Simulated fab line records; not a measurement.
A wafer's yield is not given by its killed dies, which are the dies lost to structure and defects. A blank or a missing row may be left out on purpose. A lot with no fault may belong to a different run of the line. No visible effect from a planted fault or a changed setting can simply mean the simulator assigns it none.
fab line records	flow n5Finfet	part 2 of 2: steps 5 to 6 of 6
[record] lots = 20	wafers = 60	lastDay = 18
route steps=1938 shown WELL_APT@46 FIN_SAQP@94 FIN_CUT@168
lots that met no fault: from a run of the same line without faults
startH: hours from the record's first day to the start of the lot's first wafer shown	waitH: how many hours have passed since the lot's step before this one	" unchanged from the row above	L1.1+2: one row covering several wafers at once	- either no value or no given start	* or withheld: withheld	< > ~ a bound
route shown NAME@n: names a module that has steps shown in the file, with the first one's number in the route	usual: mean/standard deviation of fault-free wafers	same: alike in all rows	chamber/n: place in a boat	sites: the reading at each site	_std_site: standard deviation across them	_edge_site: inner sites' mean taken away from outer sites' mean	radiusMm: for every site, how far away it sits from the centre of the wafer	mask NAME#n: copy n	behind: the last tool/chamber to shape the wafer	hold: cause of the lot's hold/its duration in hours/its outcome	device: transistor that didn't switch, given as n, p or np	end of line: at the end of the route, the tests of the same wafers	a step without rows: its recipe alone	killed: not the wafer's yield, but the dies lost to structure and defects at the first sort	map: the dies of a wafer, with x for killed, . for not killed, _ for no die there
set.NAME: setting as actually run; set.NAME@STEP: the setting as run at that earlier step	model.NAME: the simulator's own value behind a step, which no gauge read
steps of the route over a sample of lots; a table a step, a row a wafer
services: from which hour (startH, from the record's first day; less than 0 if before it) a tool's chamber was out of use, for how many hours, and why
[[steps]]
[step N5_FIN_SAQP_STRIP_70]
[recipe] chemistry = N2/H2	powerW = 500	tempC = 40	pressureMtorr = 50	rfFrequencyHz = 6e+07	overashFraction = 0.3	biasPowerW = 28	h2Frac = 0.5	n2FlowSccm = 300	h2FlowSccm = 300
[usual] drypumpMotorCurrentA = 5.9/0.41	n2FlowSccm = 300.2/0.84	oesProductAu = 0.78/0.092	rfVppV = 122.0/1.1	showerheadPlenumPTorr = 3.38/0.11	throttleValvePct = 18.84/0.26
[same] overashFraction = 0.3
lot.wafer	tool	chamber	startH	waitH	drypumpMotorCurrentA	n2FlowSccm	oesProductAu	rfHoursCounterH	rfVppV	showerheadPlenumPTorr	throttleValvePct
L074.2	rieDiel-01	0	27.09	0.0	6.2	300.0	0.72	197	123.4	3.47	18.56
L074.3	"	1	"	"	5.9	301.3	0.67	243	122.6	3.31	19.28
L074.6	"	1	"	"	5.9	300.5	0.67	-	121.7	3.31	19.29
L075.1	rieDiel-01	2	30.87	0.0	5.6	300.0	0.82	112	123.6	3.38	18.64
L075.2	"	3	"	"	6.2	298.7	0.66	247	121.1	3.17	18.98
L075.3	"	1	"	"	5.9	300.0	0.67	245	120.2	3.31	19.28
L076.1	rieDiel-01	1	37.42	0.0	5.9	300.7	0.67	247	123.0	3.31	19.30
L076.3	"	2	"	"	5.6	299.5	0.81	114	120.9	3.38	18.65
L076.4	"	0	"	"	6.2	300.0	0.72	200	124.3	3.47	18.56
L078.1	rieDiel-03	3	49.00	0.0	6.3	301.1	0.73	201	120.4	3.34	19.49
L078.2	"	2	"	"	6.4	300.6	0.75	153	120.2	3.22	18.66
L078.5	"	2	"	"	6.4	300.9	0.76	-	121.0	3.22	18.65
L079.2	rieDiel-01	1	55.58	0.0	5.9	300.9	0.66	255	120.0	3.30	19.30
L079.4	"	0	"	"	6.2	299.4	0.71	-	122.9	3.46	18.58
L079.5	"	1	"	"	5.9	300.4	0.66	-	122.6	3.31	19.30
L080.1	rieDiel-03	1	61.57	0.0	5.8	300.1	0.74	165	123.6	3.49	18.82
L080.3	"	3	"	"	6.3	299.4	0.72	205	122.2	3.34	19.47
L080.5	"	1	"	"	5.8	301.3	0.75	-	122.3	3.49	18.80
L081.2	rieDiel-01	2	67.15	0.0	5.6	299.9	0.80	127	121.2	3.37	18.67
L081.3	"	0	"	"	6.2	301.5	0.71	214	121.8	3.46	18.58
L081.6	"	2	"	"	5.6	298.7	0.80	-	120.6	3.37	18.67
L082.3	rieDiel-02	1	72.97	0.0	4.8	300.3	0.72	190	122.4	3.21	19.10
L082.4	"	2	"	"	5.6	300.1	0.69	235	121.9	3.45	19.17
L082.5	"	2	"	"	5.6	300.1	0.68	-	122.3	3.44	19.18
L083.3	rieDiel-01	2	79.72	0.0	5.6	300.7	0.79	135	123.4	3.37	18.68
L083.5	"	3	"	"	6.2	300.4	0.94	-	124.0	3.57	18.59
L083.6	"	2	"	"	5.6	298.9	0.78	-	122.9	3.37	18.69
L084.2	rieDiel-01	2	86.87	0.0	5.6	300.3	0.79	139	122.1	3.36	18.70
L084.5	"	3	"	"	6.2	299.9	0.93	-	123.4	3.57	18.62
L084.6	"	0	"	"	6.2	299.1	0.70	-	122.9	3.45	18.62
L085.3	rieDiel-02	0	94.27	0.0	5.5	299.6	0.84	76	124.7	3.40	18.66
L085.4	"	1	"	"	4.8	299.9	0.72	199	121.8	3.21	19.13
L085.6	"	3	"	"	5.8	299.7	0.83	-	123.3	3.40	18.75
L087.2	rieDiel-02	1	102.91	0.0	4.8	298.8	0.71	203	119.0	3.21	19.12
L087.4	"	0	"	"	5.5	299.5	0.83	80	121.4	3.39	18.69
L087.5	"	2	"	"	5.6	300.2	0.68	-	121.4	3.44	19.17
L089.1	rieDiel-01	1	116.02	0.0	5.9	301.8	0.94	11	121.8	3.30	18.90
L089.5	"	0	"	"	6.2	299.4	0.69	-	122.7	3.45	18.62
L089.6	"	1	"	"	5.9	300.4	0.95	-	121.6	3.30	18.88
L090.3	rieDiel-02	1	121.15	0.0	4.8	300.0	0.71	210	120.9	3.20	19.14
L090.5	"	1	"	"	4.8	299.7	0.71	-	120.8	3.20	19.12
L090.6	"	0	"	"	5.5	300.3	0.82	-	121.3	3.39	18.70
L091.1	rieDiel-01	0	128.09	0.0	6.2	301.0	0.68	244	122.6	3.45	18.64
L091.4	"	3	"	"	6.2	301.7	0.89	-	123.0	3.56	18.64
L091.5	"	0	"	"	6.2	300.2	0.69	-	122.6	3.45	18.63
L092.4	rieDiel-02	2	132.61	0.0	5.6	301.5	1.01	0	122.5	3.44	18.80
L092.5	"	1	"	"	4.8	300.9	0.70	-	120.3	3.20	19.14
L092.6	"	2	"	"	5.7	300.8	1.01	-	121.7	3.44	18.80
L093.2	rieDiel-02	0	138.44	0.0	5.5	300.0	0.81	92	122.6	3.39	18.69
L093.3	"	2	"	"	5.7	300.7	1.01	2	124.1	3.44	18.80
L093.4	"	1	"	"	4.8	300.2	0.70	216	121.6	3.20	19.14
L094.1	rieDiel-01	3	146.13	0.0	6.2	300.3	0.88	35	121.7	3.55	18.65
L094.4	"	3	"	"	6.2	300.3	0.88	-	124.2	3.55	18.65
L094.5	"	1	"	"	5.9	300.3	0.90	-	121.0	3.29	18.89
L096.1	rieDiel-01	2	157.85	0.0	5.6	300.6	0.77	167	122.1	3.35	18.73
L096.5	"	2	"	"	5.6	300.8	0.76	-	121.7	3.35	18.73
L096.6	"	3	"	"	6.2	298.5	0.87	-	123.2	3.55	18.67
L097.1	rieDiel-03	0	162.72	0.0	6.3	299.8	0.69	251	119.2	3.30	18.79
L097.3	"	1	"	"	5.8	301.7	0.73	195	120.6	3.48	18.87
L097.5	"	3	"	"	6.3	300.6	0.69	-	122.3	3.32	19.53
[step N5_FIN_CUT_ETCH_20]
[recipe] chemistry = CF4	target = SiARC	targetDepthA = 260	maskMaterial = CAR-EUV	timeS = 43.3	ionEnergyEv = 80	pressureMtorr = 40	sourceW = 545	biasW = 36	Ar_flow_sccm = 100	cf4FlowSccm = 100	ends = cleared
[usual] cf4FlowSccm = 99.97/0.28	drypumpMotorCurrentA = 5.7/0.38	etchRfOnTimeS = 43.3/0.63	oesProductAu = 0.66/0.073	rfVppV = 184.0/1.1	showerheadPlenumPTorr = 2.15/0.066	throttleValvePct = 15.68/0.24
lot.wafer	tool	chamber	startH	waitH	cf4FlowSccm	drypumpMotorCurrentA	etchRfOnTimeS	oesProductAu	rfHoursCounterH	rfVppV	showerheadPlenumPTorr	throttleValvePct
L074.2	rieDiel-04	1	30.27	0.0	99.77	5.9	43.0	0.61	174	185.3	2.23	15.70
L074.3	"	0	"	"	99.86	5.6	42.3	0.81	3	182.8	2.11	15.51
L074.6	"	2	"	"	99.90	6.6	43.7	0.57	-	183.5	2.11	16.09
L075.1	rieDiel-04	1	32.68	0.0	99.93	5.9	43.5	0.62	176	184.5	2.23	15.71
L075.2	"	2	"	"	100.10	6.5	44.1	0.57	249	183.7	2.11	16.11
L075.3	"	0	"	"	100.14	5.6	42.7	0.81	5	182.9	2.11	15.50
L076.1	rieDiel-06	0	39.34	0.0	100.13	5.7	42.8	0.62	200	184.7	2.21	15.50
L076.3	"	3	"	"	99.88	5.2	42.7	0.67	125	185.6	2.24	15.42
L076.4	"	1	"	"	99.97	5.7	43.2	0.66	108	182.3	2.07	15.72
L078.1	rieDiel-04	1	51.43	0.0	100.23	5.9	42.8	0.61	182	184.0	2.22	15.72
L078.2	"	0	"	"	99.98	5.6	41.9	0.80	11	183.1	2.11	15.51
L078.5	"	0	"	"	99.92	5.6	42.0	0.80	-	183.1	2.11	15.53
L079.2	rieDiel-04	2	57.57	0.0	99.82	6.5	43.6	0.57	258	184.6	2.11	16.12
L079.4	"	2	"	"	99.61	6.5	43.2	0.57	-	183.5	2.11	16.11
L079.5	"	0	"	"	100.49	5.6	41.6	0.79	-	182.0	2.11	15.51
L080.1	rieDiel-06	2	63.58	0.0	99.72	5.9	43.8	0.63	164	185.5	2.22	15.68
L080.3	"	1	"	"	99.83	5.8	43.7	0.65	115	184.2	2.07	15.70
L080.5	"	2	"	"	99.69	5.9	44.1	0.63	-	184.2	2.22	15.68
L081.2	rieDiel-04	1	69.14	0.0	99.38	5.9	43.3	0.60	190	184.6	2.22	15.76
L081.3	"	0	"	"	99.76	5.6	42.2	0.78	19	182.7	2.10	15.53
L081.6	"	2	"	"	99.75	6.5	43.9	0.57	-	183.5	2.11	16.14
L082.3	rieDiel-05	2	75.48	0.0	99.58	5.1	43.4	0.79	17	184.9	2.19	15.44
L082.4	"	0	"	"	99.86	6.0	44.4	0.63	165	184.8	2.22	15.98
L082.5	"	3	"	"	100.52	5.7	43.4	0.74	-	184.1	2.09	15.30
L083.3	rieDiel-05	1	81.87	0.0	100.21	5.5	43.3	0.62	156	183.2	2.05	15.68
L083.5	"	2	"	"	100.11	5.1	43.4	0.78	-	184.4	2.18	15.44
L083.6	"	1	"	"	100.21	5.5	43.4	0.62	-	182.9	2.05	15.70
L084.2	rieDiel-05	2	90.54	0.0	99.71	5.1	43.2	0.78	22	185.6	2.18	15.44
L084.5	"	1	"	"	100.00	5.5	42.8	0.63	-	182.7	2.05	15.69
L084.6	"	2	"	"	100.05	5.1	43.2	0.79	-	185.8	2.18	15.43
L085.3	rieDiel-05	2	97.09	0.0	100.31	5.1	43.6	0.78	24	183.7	2.18	15.43
L085.4	"	0	"	"	99.68	6.0	44.1	0.62	172	186.3	2.22	15.99
L085.6	"	2	"	"	100.00	5.1	43.0	0.78	-	185.0	2.18	15.44
L087.2	rieDiel-04	0	104.97	0.0	100.38	5.6	42.4	0.75	33	182.9	2.10	15.56
L087.4	"	2	"	"	99.69	6.6	43.5	0.56	-	184.0	2.10	16.17
L087.5	"	0	"	"	100.42	5.6	42.2	0.75	-	182.4	2.10	15.56
L089.1	rieDiel-04	2	118.17	0.0	99.62	6.5	43.6	0.55	284	182.8	2.10	16.18
L089.5	"	2	"	"	99.65	6.6	43.4	0.56	-	183.1	2.10	16.15
L089.6	"	1	"	"	100.49	5.9	43.0	0.60	-	184.3	2.21	15.79
L090.3	rieDiel-05	3	123.31	0.0	100.11	5.7	43.1	0.73	68	182.9	2.09	15.32
L090.5	"	3	"	"	99.77	5.7	42.9	0.73	-	184.7	2.09	15.32
L090.6	"	0	"	"	99.65	6.0	44.0	0.63	-	183.9	2.22	16.02
L091.1	rieDiel-06	3	130.01	0.0	99.83	5.2	43.7	0.65	147	185.7	2.23	15.46
L091.4	"	2	"	"	100.11	5.9	43.8	0.62	185	186.2	2.22	15.71
L091.5	"	2	"	"	100.43	5.9	43.7	0.62	-	184.8	2.22	15.71
L092.4	rieDiel-06	1	134.68	0.0	100.48	5.8	44.0	0.63	138	182.9	2.06	15.77
L092.5	"	2	"	"	100.14	5.9	43.6	0.62	-	185.3	2.22	15.72
L092.6	"	1	"	"	99.79	5.8	43.9	0.64	-	183.6	2.06	15.78
L093.2	rieDiel-06	2	140.74	0.0	99.80	5.9	43.4	0.61	189	185.5	2.22	15.72
L093.3	"	3	"	"	99.84	5.2	43.6	0.65	151	184.6	2.23	15.47
L093.4	"	0	"	"	100.02	5.7	43.4	0.60	230	185.4	2.20	15.55
L094.1	rieDiel-05	2	148.76	0.0	100.28	5.1	43.1	0.76	40	185.4	2.18	15.48
L094.4	"	0	"	"	99.93	6.0	44.1	0.61	186	184.7	2.21	16.01
L094.5	"	3	"	"	99.91	5.7	42.9	0.72	-	181.8	2.08	15.34
L096.1	rieDiel-05	3	159.64	0.0	99.47	5.6	43.2	0.72	79	183.1	2.08	15.34
L096.5	"	0	"	"	99.72	6.0	44.5	0.61	-	185.4	2.21	16.03
L096.6	"	1	"	"	100.06	5.5	43.2	0.62	-	183.7	2.05	15.73
L097.1	rieDiel-04	3	164.76	0.0	100.13	5.1	43.6	0.67	138	183.5	2.15	15.87
L097.3	"	1	"	"	100.27	5.9	43.3	0.58	230	185.2	2.21	15.83
L097.5	"	0	"	"	99.79	5.6	42.3	0.72	-	181.9	2.09	15.60
[[services]]
tool	chamber	startH	hours	kind
rieDiel-05	1	-5.24	9.4	repair
rieDiel-01	-	-4.98	1.8	repair
aldSin-03	2	4.52	7.2	repair
aldSin-02	0	8.67	4.5	repair
rieDiel-04	-	11.16	2.8	pm
aldSin-03	0	11.34	6.1	repair
rieDiel-04	0	14.81	8.2	repair
rieDiel-04	3	21.27	132.0	repair
rieDiel-03	2	21.36	5.5	repair
rieDiel-01	2	21.38	5.8	repair
aldSin-03	0	23.86	1.5	repair
rieDiel-03	0	37.52	13.5	repair
aldSin-03	-	47.30	2.8	pm
rieDiel-01	2	64.49	1.4	repair
rieDiel-03	-	72.00	15.6	pm
aldSin-03	-	85.25	14.0	pm
rieDiel-04	0	85.45	2.4	repair
aldSin-03	3	101.40	10.0	repair
rieDiel-05	0	105.22	2.4	repair
aldSin-03	0	108.39	8.2	repair
rieDiel-01	1	121.69	7.3	repair
rieDiel-05	0	149.24	2.4	repair
rieDiel-04	0	150.26	5.2	repair
rieDiel-02	3	152.96	1.8	repair
